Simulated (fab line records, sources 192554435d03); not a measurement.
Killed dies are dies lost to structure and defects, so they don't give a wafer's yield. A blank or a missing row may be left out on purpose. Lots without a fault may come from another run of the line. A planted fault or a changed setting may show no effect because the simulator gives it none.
Chamber matching | flow n5_finfet | N5_HKMG_FIN_ALD_91 on ald_metal-01: 4 sister chambers
The step deposits TiN, target thk 1 nm, pulse time 1 s, purge time 3 s. 20 wafers are shown with their chamber, then 10 later ones without.

WAFERS WITH THEIR CHAMBER
wafer  | chamber | heater_power_w (W) | precursor_pulse_height_rel
L075.1 | 1       | 1169               | 0.997
L075.2 | 3       | 815                | 1.015
L075.6 | 1       | 1142               | 1.005
L076.1 | 0       | 826                | 0.991
L076.3 | 3       | 803                | 1.005
L076.6 | 3       | 826                | 1.014
L078.1 | 3       | 836                | 1.008
L078.3 | 2       | 997                | 0.986
L078.5 | 0       | 834                | 1.008
L082.2 | 3       | 811                | 1.017
L082.4 | 1       | 1126               | 0.975
L082.5 | 3       | 808                | 1.022
L084.1 | 2       | 997                | 1.018
L084.5 | 1       | 1148               | 0.990
L084.6 | 0       | 827                | 1.017
L085.1 | 0       | 823                | 1.019
L085.4 | 1       | 1177               | 1.017
L085.5 | 0       | 834                | 1.035
L088.2 | 3       | 816                | 0.971
L088.3 | 0       | 831                | 0.981

SIGNATURES (means of the wafers above)
reading                    | chamber 0 | chamber 1 | chamber 2 | chamber 3 | scatter within a chamber
heater_power_w             | 829.17    | 1152.40   | 997.00    | 816.43    | 12.7
precursor_pulse_height_rel | 1.00850   | 0.99680   | 1.00200   | 1.00743   | 0.018
Rule: a wafer's distance from a chamber is the root of the sum, over the readings, of the square of ((its reading less the chamber's mean) divided by the reading's scatter). The wafer belongs to the nearest chamber; if the next one is less than 2 further off, it can't be placed. The scatter: the root of (the sum of the squares of (reading less its chamber's mean) over the shown wafers, divided by (wafers less chambers)).

WAFERS WITHOUT THEIR CHAMBER
wafer  | heater_power_w (W) | precursor_pulse_height_rel
L088.5 | 988                | 0.995
L089.1 | 807                | 1.017
L089.3 | 992                | 0.987
L089.4 | 1168               | 1.003
L090.4 | 839                | 1.035
L090.5 | 984                | 1.000
L090.6 | 1172               | 1.019
L097.1 | 1010               | 1.000
L097.3 | 840                | 1.025
L097.5 | 1170               | 0.993

WHICH CHAMBER EACH WENT THROUGH
wafer  | from the rows above     | in truth
L088.5 | 2                       | 2
L089.1 | can't be placed: 3 or 0 | 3
L089.3 | 2                       | 2
L089.4 | 1                       | 1
L090.4 | can't be placed: 0 or 3 | 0
L090.5 | 2                       | 2
L090.6 | 1                       | 1
L097.1 | 2                       | 2
L097.3 | can't be placed: 0 or 3 | 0
L097.5 | 1                       | 1
Placed correctly: 7 of 10. Can't be placed from these rows: 3 (the true chamber is among the candidates in 3). Placed wrongly: 0.
